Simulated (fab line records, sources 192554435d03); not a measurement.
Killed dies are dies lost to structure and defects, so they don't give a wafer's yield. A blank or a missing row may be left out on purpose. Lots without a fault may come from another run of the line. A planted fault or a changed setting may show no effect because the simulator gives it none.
fab line records | flow n5_finfet
record lots=7 wafers=39
route steps=1938 shown FIN_SAQP@102 BEOL_M0_SAQP@640 BEOL_M1@751 BEOL_M7@1263
start_h: hours from the record's first day to the start of the lot's first wafer shown | wait_h: hours since the lot's step before | " the same as in the row above | L1.1+2: a row that stands for several wafers | - no value, or no start given | * or withheld: withheld | < > ~ a bound
route shown NAME@n: a module of which the file shows steps, and the number in the route of the first | usual: mean/standard deviation of fault-free wafers | same: alike in all rows | chamber/n: place in a boat | sites: the reading at each site | _std_site: their standard deviation | _edge_site: outer sites' mean less inner sites' | radius_mm: how far each site lies from the wafer's centre | mask NAME#n: copy n | behind: the tool/chamber that last shaped the wafer | hold: why the lot was held/for how many hours/how that ended | device: the transistor (n, p or np) that didn't switch | end of line: the same wafers' tests at the end of the route | a step without rows: its recipe alone | killed: dies lost to structure and defects at the first sort, not the wafer's yield | map: a wafer's dies, x killed, . not, _ none there
set.NAME: the setting as run; set.NAME@STEP: as run at that earlier step | model.NAME: the simulator's own value behind a step, which no gauge read
lots whose settings were changed on purpose; a table a step, a row a wafer
## steps
# step N5_FIN_SAQP_HM_DEP_72
# recipe material=SiO2 target_thk_a=120 temp_c=400 precursor=SiH4/N2O pressure_torr=0.75 rf_w=275 time_s=7.2
# columns lot.wafer tool chamber start_h wait_h set.target_thk_a model.SiO2_of_FIN_SAQP_HM_DEP_72.thk_nm
L074.1 pecvd-04 1 21.37 0.0 120 11.84
L074.2 " 2 " " 120 11.89
L074.3 " 0 " " 120 11.95
L074.4 " 2 " " 120 12.41
L074.5 " 1 " " 120 12.12
L074.6 " 0 " " 120 12.2
L075.1 pecvd-02 0 28.02 0.0 120 11.68
L075.2 " 1 " " 171.9 17.03
L075.3 " 0 " " 120 11.81
L075.4 " 1 " " 171.9 17.43
L075.5 " 0 " " 171.9 16.97
L075.6 " 1 " " 120 11.99
L078.1 pecvd-02 1 45.19 0.0 120 11.86
L078.2 " 0 " " 120 11.72
L078.6 " 1 " " 120 12.34
L079.1 pecvd-03 2 51.31 0.0 176.8 17.56
L079.2 " 0 " " 120 11.97
L079.3 " 1 " " 176.8 17.76
L079.4 " 2 " " 176.8 17.74
L079.5 " 1 " " 120 12.28
L079.6 " 0 " " 120 12.12
L081.1 pecvd-03 1 63.62 0.0 120 12.28
L081.2 " 0 " " 120 11.99
L081.3 " 2 " " 120 12.04
L081.4 " 2 " " 120 12.24
L081.5 " 0 " " 120 12.22
L081.6 " 1 " " 120 12.33
L085.1 pecvd-03 1 88.10 0.0 120 12.32
L085.2 " 0 " " 148.5 14.8
L085.3 " 2 " " 120 12.03
L085.4 " 1 " " 148.5 15.26
L085.5 " 2 " " 120 12.13
L085.6 " 0 " " 148.5 15.15
L097.1 pecvd-02 2 159.31 0.0 120 11.9
L097.2 " 1 " " 120 11.88
L097.3 " 0 " " 67.75 6.655
L097.4 " 0 " " 120 11.96
L097.5+6 " 2,1 " " 67.75 6.81
# step N5_FIN_SAQP_COAT_49
# recipe resist=SOC temp_c=250 time_s=60 spin_rpm=1500 resist_thk_nm=100
# step N5_FIN_SAQP_COAT_50
# recipe resist=SiARC temp_c=220 time_s=60 spin_rpm=1500 resist_thk_nm=35
# step N5_FIN_SAQP_ETCH_52
# recipe chemistry=N2/H2 target=SOC target_depth_a=1000 overetch_a=200 mask_material=SiARC temp_c=40 time_s=150 ion_energy_ev=200 pressure_mtorr=30 source_w=840 bias_w=150 n2_flow_sccm=200 h2_flow_sccm=200 ends=end_point
# step N5_FIN_SAQP_STRIP_53
# recipe chemistry=N2/H2 temp_c=40 n2_flow_sccm=200 h2_flow_sccm=200 rf_frequency_hz=6e+07
# step N5_FIN_SAQP_HM_OPEN_73
# recipe chemistry=CHF3/O2 target=SiO2 stop_on=a-Si target_depth_a=120 over_etch_frac=1.8 mask_material=SOC time_s=16.8 pressure_mtorr=30 source_w=650 bias_w=170 Ar_flow_sccm=200 CHF3_flow_sccm=50 O2_flow_sccm=5 ion_energy_ev=200 ends=end_point
# columns lot.wafer tool chamber start_h wait_h set.target_thk_a@FIN_SAQP_HM_DEP_72 model.etch.depth_nm
L074.1 rie_diel-01 3 22.15 0.0 120 11.84
L074.2 " 2 " " 120 11.89
L074.3 " 0 " " 120 11.95
L074.4 " 1 " " 120 12.41
L074.5 " 0 " " 120 12.12
L074.6 " 1 " " 120 12.2
L075.1 rie_diel-03 1 29.17 0.0 120 11.68
L075.2 " 3 " " 171.9 17.03
L075.3 " 2 " " 120 11.81
L075.4 " 0 " " 171.9 17.43
L075.5 " 1 " " 171.9 16.97
L075.6 " 0 " " 120 11.99
L078.1 rie_diel-01 0 45.96 0.0 120 11.86
L078.2 " 2 " " 120 11.72
L078.6 " 2 " " 120 12.34
L079.1 rie_diel-05 1 51.92 0.0 176.8 17.56
L079.2 " 3 " " 120 11.97
L079.3 " 0 " " 176.8 17.76
L079.4 " 3 " " 176.8 17.74
L079.5 " 1 " " 120 12.28
L079.6 " 0 " " 120 12.12
L081.1 rie_diel-01 2 64.36 0.0 120 12.28
L081.2 " 0 " " 120 11.99
L081.3 " 3 " " 120 12.04
L081.4 " 0 " " 120 12.24
L081.5 " 3 " " 120 12.22
L081.6 " 2 " " 120 12.33
L085.1 rie_diel-01 2 88.72 0.0 120 12.32
L085.2 " 3 " " 148.5 14.8
L085.3 " 0 " " 120 12.03
L085.4 " 1 " " 148.5 15.26
L085.5 " 0 " " 120 12.13
L085.6 " 3 " " 148.5 15.15
L097.1 rie_diel-03 0 160.05 0.0 120 11.9
L097.2 " 2 " " 120 11.88
L097.3 " 3 " " 67.75 6.655
L097.4 " 1 " " 120 11.96
L097.5+6 " 0,3 " " 67.75 6.81
# step N5_BEOL_M0_SAQP_HM_DEP_111
# recipe material=SiO2 target_thk_a=120 temp_c=400 precursor=SiH4/N2O pressure_torr=0.75 rf_w=275 time_s=7.2
# columns lot.wafer tool chamber start_h wait_h set.target_thk_a model.SiO2_of_BEOL_M0_SAQP_HM_DEP_111.thk_nm
L074.1 pecvd-02 0 105.33 0.0 176.2 17.4
L074.2+3 " 2,1 " " 176.2 17.6
L074.4+6 " 2,0 " " 120 12.2
L074.5 " 1 " " 120 12
L075.1 pecvd-03 0 116.80 0.0 142.5 14
L075.2 " 1 " " 120 11.6
L075.3 " 1 " " 142.5 14.2
L075.4 " 0 " " 142.5 14.4
L075.5 " 1 " " 120 12
L075.6 " 0 " " 120 12.2
L078.1+2 pecvd-01 2,1 130.64 0.0 120 11.8
L078.6 " 0 " " 120 12.2
L079.1 pecvd-01 0 139.33 0.0 167.3 16.6
L079.2 " 1 " " 167.3 16.4
L079.3 " 0 " " 120 11.8
L079.4+6 " 1 " " 120 12
L079.5 " 0 " " 167.3 17
L081.1 pecvd-02 2 147.32 0.0 120 11.8
L081.2+3 " 1,0 " " 98.15 9.4
L081.4 " 1 " " 98.15 9.6
L081.5+6 " 2,0 " " 120 12
L085.1 pecvd-03 1 175.16 0.0 120 11.6
L085.2 " 2 " " 120 12
L085.3+4+5 " 0,2,1 " " 151.3 15
L085.6 " 0 " " 120 12.2
L097.1+3+4 pecvd-03 2,0,2 242.94 0.0 120 11.8
L097.2 " 1 " " 86.09 8.2
L097.5+6 " 1,0 " " 86.09 8.4
# step N5_BEOL_M0_SAQP_COAT_81
# recipe resist=SOC temp_c=250 time_s=60 spin_rpm=1500 resist_thk_nm=100
# step N5_BEOL_M0_SAQP_COAT_82
# recipe resist=SiARC temp_c=220 time_s=60 spin_rpm=1500 resist_thk_nm=30
# step N5_BEOL_M0_SAQP_ETCH_84
# recipe chemistry=N2/H2 target=SOC target_depth_a=1000 overetch_a=200 mask_material=SiARC temp_c=40 time_s=150 ion_energy_ev=200 pressure_mtorr=30 source_w=840 bias_w=150 n2_flow_sccm=200 h2_flow_sccm=200
# step N5_BEOL_M0_SAQP_STRIP_80
# recipe chemistry=N2/H2 temp_c=40 n2_flow_sccm=200 h2_flow_sccm=200 rf_frequency_hz=6e+07
# step N5_BEOL_M0_SAQP_HM_OPEN_112
# recipe chemistry=CHF3/O2 target=SiO2 stop_on=a-Si target_depth_a=120 over_etch_frac=1.25 mask_material=SOC time_s=13.5 pressure_mtorr=30 source_w=650 bias_w=170 Ar_flow_sccm=200 CHF3_flow_sccm=50 O2_flow_sccm=5 ion_energy_ev=200 ends=end_point
# columns lot.wafer tool chamber start_h wait_h set.target_thk_a@BEOL_M0_SAQP_HM_DEP_111 model.etch.depth_nm
L074.1 rie_diel-06 3 106.05 0.0 176.2 17.49
L074.2 " 0 " " 176.2 17.68
L074.3 " 2 " " 176.2 17.52
L074.4 " 1 " " 120 12.17
L074.5 " 2 " " 120 12.04
L074.6 " 3 " " 120 12.2
L075.1 rie_diel-02 0 117.69 0.0 142.5 13.99
L075.2 " 1 " " 120 11.66
L075.3 " 3 " " 142.5 14.22
L075.4 " 2 " " 142.5 14.4
L075.5 " 0 " " 120 11.9
L075.6 " 3 " " 120 12.24
L078.1 rie_diel-04 3 131.24 0.0 120 11.86
L078.2 " 2 " " 120 11.8
L078.6 " 2 " " 120 12.11
L079.1 rie_diel-04 0 139.96 0.0 167.3 16.62
L079.2 " 2 " " 167.3 16.4
L079.3 " 1 " " 120 11.88
L079.4 " 3 " " 120 12.04
L079.5 " 3 " " 167.3 16.94
L079.6 " 0 " " 120 12.02
L081.1 rie_diel-02 1 148.05 0.0 120 11.8
L081.2 " 3 " " 98.15 9.378
L081.3 " 2 " " 98.15 9.436
L081.4 " 0 " " 98.15 9.567
L081.5 " 0 " " 120 11.99
L081.6 " 3 " " 120 11.95
L085.1 rie_diel-06 3 175.76 0.0 120 11.64
L085.2 " 1 " " 120 11.97
L085.3 " 0 " " 151.3 14.96
L085.4 " 2 " " 151.3 14.99
L085.5 " 2 " " 151.3 15.1
L085.6 " 1 " " 120 12.14
L097.1 rie_diel-06 0 243.66 0.0 120 11.78
L097.2 " 1 " " 86.09 8.271
L097.3 " 2 " " 120 11.9
L097.4 " 3 " " 120 11.86
L097.5 " 0 " " 86.09 8.411
L097.6 " 1 " " 86.09 8.498
# step N5_BEOL_M1_ILD_DEP_00
# recipe material=SiOC target_thk_a=790 temp_c=350 precursor=DEMS/O2 pressure_torr=5 rf_w=500 time_s=15.3
# columns lot.wafer tool chamber start_h wait_h set.time_s model.SiOC_of_BEOL_M1_ILD_DEP_00.thk_nm
L074.1 pecvd-03 1 117.77 0.0 21.29 109.2
L074.2 " 0 " " 21.29 110.8
L074.3 " 0 " " 15.3 80.6
L074.4 " 1 " " 15.3 80
L074.5 " 0 " " 15.3 82
L074.6 " 1 " " 21.29 111
L075.1 pecvd-04 0 129.37 0.0 15.3 78.4
L075.2 " 1 " " 15.3 77
L075.3 " 2 " " 7.975 41
L075.4 " 2 " " 7.975 40.8
L075.5 " 0 " " 7.975 41.6
L075.6 " 1 " " 15.3 78.6
L078.1 pecvd-04 2 144.93 0.0 15.3 79
L078.2 " 1 " " 15.3 78.6
L078.6 " 2 " " 15.3 80.4
L079.1+3 pecvd-04 0,1 149.66 0.0 15.3 77.6
L079.2 " 2 " " 12.98 67
L079.4 " 0 " " 12.98 67.6
L079.5 " 2 " " 15.3 79.8
L079.6 " 1 " " 12.98 66.8
L081.1 pecvd-03 2 160.86 0.0 23.7 121.4
L081.2+5 " 0,2 " " 23.7 122.6
L081.3 " 1 " " 15.3 79.2
L081.4 " 0 " " 15.3 80.8
L081.6 " 1 " " 15.3 79.8
L085.1 pecvd-01 2 186.63 0.0 8.286 42.8
L085.2 " 1 " " 15.3 76.8
L085.3 " 0 " " 8.286 41.6
L085.4 " 1 " " 15.3 77.6
L085.5 " 2 " " 15.3 80.2
L085.6 " 0 " " 8.286 42.6
L097.1+2 pecvd-04 0,1 256.91 0.0 15.3 77
L097.3 " 2 " " 15.3 79.4
L097.4 " 1 " " 15.3 78.4
L097.5 " 2 " " 15.3 79.8
L097.6 " 0 " " 15.3 78.2
# step N5_BEOL_M1_THK_MEAS_01
# recipe reads=SiOC_of_BEOL_M1_ILD_DEP_00
# usual M1_ILD_THK=78.9/1.2
# columns lot.wafer tool chamber start_h wait_h set.time_s@BEOL_M1_ILD_DEP_00 M1_ILD_THK[nm]
L074.1 film_metro-01 - 117.86 0.1 21.29 109.1
L074.2 " - " " 21.29 110.8
L074.3 " - " " 15.3 80.6
L074.4 " - " " 15.3 79.8
L074.5 " - " " 15.3 81.9
L074.6 " - " " 21.29 111.0
L075.1 film_metro-02 - 129.44 0.0 15.3 78.4
L075.2 " - " " 15.3 77.0
L075.3 " - " " 7.975 41.1
L075.4 " - " " 7.975 40.8
L075.5 " - " " 7.975 41.6
L075.6 " - " " 15.3 78.7
L078.1 film_metro-02 - 145.01 0.1 15.3 78.9
L078.2 " - " " 15.3 78.6
L078.6 " - " " 15.3 80.4
L079.1 film_metro-01 - 149.73 0.0 15.3 77.6
L079.2 " - " " 12.98 67.1
L079.3 " - " " 15.3 77.7
L079.4 " - " " 12.98 67.5
L079.5 " - " " 15.3 79.8
L079.6 " - " " 12.98 66.8
L081.1 film_metro-02 - 160.93 0.0 23.7 121.5
L081.2 " - " " 23.7 122.7
L081.3 " - " " 15.3 79.2
L081.4 " - " " 15.3 80.7
L081.5 " - " " 23.7 122.6
L081.6 " - " " 15.3 79.7
L085.1 film_metro-01 - 186.70 0.0 8.286 42.8
L085.2 " - " " 15.3 76.8
L085.3 " - " " 8.286 41.6
L085.4 " - " " 15.3 77.6
L085.5 " - " " 15.3 80.3
L085.6 " - " " 8.286 42.6
L097.1 film_metro-02 - 256.97 0.0 15.3 77.0
L097.2 " - " " 15.3 77.1
L097.3 " - " " 15.3 79.4
L097.4 " - " " 15.3 78.5
L097.5 " - " " 15.3 79.8
L097.6 " - " " 15.3 78.3
# step N5_BEOL_M7_ILD_DEP_00
# recipe material=SiCOH_lowk target_thk_a=1797.5 temp_c=300 precursor=DEMS/porogen pressure_torr=5 rf_w=500 time_s=33.4
# columns lot.wafer tool chamber start_h wait_h set.time_s model.SiCOH_lowk_of_BEOL_M7_ILD_DEP_00.thk_nm
L075.1 pecvd-02 0 192.66 0.0 33.4 177
L075.2 " 2 " " 46.87 245.2
L075.3 " 1 " " 46.87 247.4
L075.4 " 0 " " 33.4 179.8
L075.5 " 2 " " 33.4 180.4
L075.6 " 1 " " 46.87 252.4
L074.1 pecvd-01 0 193.25 0.0 33.4 179.8
L074.2 " 1 " " 41.77 225.4
L074.3 " 2 " " 41.77 221.2
L074.4 " 1 " " 33.4 181.4
L074.5 " 0 " " 33.4 182.2
L074.6 " 2 " " 41.77 227.6
L078.1 pecvd-01 1 211.92 0.0 33.4 175.4
L078.2 " 0 " " 33.4 175.2
L078.6 " 1 " " 33.4 179
L079.1 pecvd-02 0 213.62 0.0 23.23 123.6
L079.2 " 2 " " 33.4 177.2
L079.3 " 1 " " 33.4 178
L079.4 " 0 " " 33.4 180
L079.5+6 " 2,1 " " 23.23 126.4
L081.1 pecvd-02 0 220.41 0.0 26.42 147.8
L081.2 " 2 " " 33.4 178.4
L081.3 " 1 " " 26.42 147
L081.4 " 0 " " 33.4 185.4
L081.5 " 2 " " 26.42 145.6
L081.6 " 1 " " 33.4 185
L085.1 pecvd-01 2 256.45 0.0 33.4 181.8
L085.2 " 0 " " 33.4 177.8
L085.3 " 1 " " 33.4 177.6
L085.4 " 1 " " 33.4 180
L085.5 " 0 " " 33.4 179.2
L085.6 " 2 " " 33.4 181.6
L097.1 pecvd-01 1 320.41 0.0 33.4 176.2
L097.2 " 0 " " 33.4 176.8
L097.3 " 2 " " 40.28 215.6
L097.4 " 2 " " 40.28 218.2
L097.5 " 1 " " 33.4 177
L097.6 " 0 " " 40.28 216
# step N5_BEOL_M7_CURE_74
# recipe temp_c=385 time_s=240 ambient=He/Ar material=SiCOH_lowk
# columns lot.wafer tool chamber start_h wait_h set.time_s@BEOL_M7_ILD_DEP_00 model.SiCOH_lowk_of_BEOL_M7_ILD_DEP_00.thk_nm
L075.1 uv_cure-01 2 192.72 0.0 33.4 152.6
L075.2 " 2 " " 46.87 212.2
L075.3 " 2 " " 46.87 214.2
L075.4 " 2 " " 33.4 155
L075.5 " 2 " " 33.4 155.6
L075.6 " 2 " " 46.87 218.6
L074.1 uv_cure-02 0 193.32 0.0 33.4 155
L074.2 " 0 " " 41.77 195
L074.3 " 0 " " 41.77 191.2
L074.4 " 0 " " 33.4 156.4
L074.5 " 0 " " 33.4 157.2
L074.6 " 0 " " 41.77 196.8
L078.1 uv_cure-02 2 212.01 0.1 33.4 151.2
L078.2 " 2 " " 33.4 151
L078.6 " 2 " " 33.4 154.4
L079.1 uv_cure-01 1 213.75 0.1 23.23 106.4
L079.2 " 1 " " 33.4 152.8
L079.3 " 1 " " 33.4 153.4
L079.4 " 1 " " 33.4 155.2
L079.5+6 " 1 " " 23.23 108.6
L081.1 uv_cure-03 0 221.17 0.7 26.42 127.2
L081.2 " 0 " " 33.4 153.8
L081.3 " 0 " " 26.42 126.6
L081.4 " 0 " " 33.4 160
L081.5 " 0 " " 26.42 125.2
L081.6 " 0 " " 33.4 159.6
L085.1 uv_cure-02 2 256.51 0.0 33.4 156.8
L085.2 " 2 " " 33.4 153.4
L085.3 " 2 " " 33.4 153.2
L085.4 " 2 " " 33.4 155.2
L085.5 " 2 " " 33.4 154.6
L085.6 " 2 " " 33.4 156.6
L097.1 uv_cure-02 1 320.47 0.0 33.4 152
L097.2 " 1 " " 33.4 152.4
L097.3 " 1 " " 40.28 186.4
L097.4 " 1 " " 40.28 188.6
L097.5 " 1 " " 33.4 152.6
L097.6 " 1 " " 40.28 186.6
# step N5_BEOL_M7_THK_MEAS_01
# recipe reads=SiCOH_lowk_of_BEOL_M7_ILD_DEP_00
# usual M7_ILD_THK=154.6/2.1
# columns lot.wafer tool chamber start_h wait_h set.time_s@BEOL_M7_ILD_DEP_00 M7_ILD_THK[nm]
L075.1 film_metro-02 - 193.24 0.4 33.4 152.8
L075.2 " - " " 46.87 212.1
L075.3 " - " " 46.87 214.1
L075.4 " - " " 33.4 155.2
L075.5 " - " " 33.4 155.5
L075.6 " - " " 46.87 218.5
L074.1 film_metro-01 - 193.83 0.4 33.4 155.0
L074.2 " - " " 41.77 195.0
L074.3 " - " " 41.77 191.1
L074.4 " - " " 33.4 156.3
L074.5 " - " " 33.4 157.1
L074.6 " - " " 41.77 196.9
L078.1 film_metro-02 - 212.52 0.4 33.4 151.3
L078.2 " - " " 33.4 151.0
L078.6 " - " " 33.4 154.4
L079.1 film_metro-02 - 214.26 0.4 23.23 106.3
L079.2 " - " " 33.4 152.9
L079.3 " - " " 33.4 153.6
L079.4 " - " " 33.4 155.2
L079.5 " - " " 23.23 108.7
L079.6 " - " " 23.23 108.6
L081.1 film_metro-01 - 221.68 0.4 26.42 127.2
L081.2 " - " " 33.4 153.8
L081.3 " - " " 26.42 126.5
L081.4 " - " " 33.4 159.8
L081.5 " - " " 26.42 125.3
L081.6 " - " " 33.4 159.6
L085.1 film_metro-01 - 257.02 0.4 33.4 156.8
L085.2 " - " " 33.4 153.3
L085.3 " - " " 33.4 153.2
L085.4 " - " " 33.4 155.1
L085.5 " - " " 33.4 154.6
L085.6 " - " " 33.4 156.6
L097.1 film_metro-02 - 321.46 0.8 33.4 151.9
L097.2 " - " " 33.4 152.5
L097.3 " - " " 40.28 186.5
L097.4 " - " " 40.28 188.7
L097.5 " - " " 33.4 152.7
L097.6 " - " " 40.28 186.5
## key
split step=N5_FIN_SAQP_HM_DEP_72 setting=target_thk_a stated=120 by=wafer
response step=N5_FIN_SAQP_HM_DEP_72 reading=model.SiO2_of_FIN_SAQP_HM_DEP_72.thk_nm change=+0.12 per=1% r=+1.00
response step=N5_FIN_SAQP_HM_OPEN_73 reading=model.etch.depth_nm change=+0.12 per=1% r=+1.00
split step=N5_BEOL_M0_SAQP_HM_DEP_111 setting=target_thk_a stated=120 by=wafer
response step=N5_BEOL_M0_SAQP_HM_DEP_111 reading=model.SiO2_of_BEOL_M0_SAQP_HM_DEP_111.thk_nm change=+0.119 per=1% r=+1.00
response step=N5_BEOL_M0_SAQP_HM_OPEN_112 reading=model.etch.depth_nm change=+0.119 per=1% r=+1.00
split step=N5_BEOL_M1_ILD_DEP_00 setting=time_s stated=15.3 by=wafer
response step=N5_BEOL_M1_ILD_DEP_00 reading=model.SiOC_of_BEOL_M1_ILD_DEP_00.thk_nm change=+0.769 per=1% r=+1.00
response step=N5_BEOL_M1_THK_MEAS_01 reading=M1_ILD_THK change=+0.77 per=1% r=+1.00
split step=N5_BEOL_M7_ILD_DEP_00 setting=time_s stated=33.4 by=wafer
response step=N5_BEOL_M7_ILD_DEP_00 reading=model.SiCOH_lowk_of_BEOL_M7_ILD_DEP_00.thk_nm change=+1.75 per=1% r=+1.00
response step=N5_BEOL_M7_CURE_74 reading=model.SiCOH_lowk_of_BEOL_M7_ILD_DEP_00.thk_nm change=+1.53 per=1% r=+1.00
response step=N5_BEOL_M7_THK_MEAS_01 reading=M7_ILD_THK change=+1.53 per=1% r=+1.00
